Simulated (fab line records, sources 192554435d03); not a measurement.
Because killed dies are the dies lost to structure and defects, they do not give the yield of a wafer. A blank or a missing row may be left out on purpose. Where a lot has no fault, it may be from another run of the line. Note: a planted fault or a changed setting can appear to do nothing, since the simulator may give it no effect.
Chamber matching	flow n5_finfet	pecvd-03 running N5_BEOL_M9_DEP_56: 3 sister chambers
The step deposits SiCN from 3MS/NH3, target thk 15 nm, time 26.5 s. 15 wafers are shown with their chamber, then 7 later ones without.

WAFERS, EACH WITH ITS CHAMBER
wafer	chamber	showerhead_plenum_p_Torr (Torr)	throttle_valve_pct (%)
L128.3	2	3.673	9.05
L128.4	2	3.686	8.61
L128.6	1	3.671	9.62
L130.1	1	3.672	9.17
L130.2	0	3.695	8.63
L130.3	2	3.675	8.85
L129.1	2	3.685	8.82
L129.3	0	3.704	8.97
L129.5	1	3.661	9.67
L132.3	0	3.700	8.84
L132.5	0	3.693	8.72
L132.6	1	3.674	9.33
L133.3	1	3.665	9.26
L133.4	1	3.660	9.22
L133.6	2	3.684	8.78

SIGNATURES (averages over the wafers above)
reading	chamber 0	chamber 1	chamber 2	scatter within a chamber
showerhead_plenum_p_Torr	3.69800	3.66717	3.68060	0.00579
throttle_valve_pct	8.7900	9.3783	8.8220	0.181
Rule: for a wafer and a chamber, the distance is found by dividing, reading by reading, the gap between the wafer's reading and the chamber's mean by the reading's scatter, squaring, summing and taking the root. The wafer belongs to the nearest chamber; if the next one is less than 2 further off, it can't be placed. The scatter is the square root of a quotient: the sum, over the shown wafers, of each reading's squared deviation from its chamber's mean, divided by wafers minus chambers.

WAFERS WITH NO CHAMBER GIVEN
wafer	showerhead_plenum_p_Torr (Torr)	throttle_valve_pct (%)
L137.1	3.673	9.01
L137.3	3.666	9.50
L137.5	3.693	9.03
L144.5	3.702	8.90
L144.6	3.666	9.04
L147.1	3.670	9.24
L147.5	3.673	9.44

WHICH CHAMBER EACH ONE RAN IN
wafer	from the rows above	in truth
L137.1	can't be placed: 2 or 1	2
L137.3	1	1
L137.5	can't be placed: 0 or 2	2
L144.5	0	0
L144.6	can't be placed: 1 or 2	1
L147.1	1	1
L147.5	1	1
Placed correctly: 4 of 7. Cannot be placed on the basis of these rows: 3; the candidates contain the true chamber in 3. 0 placed wrongly.
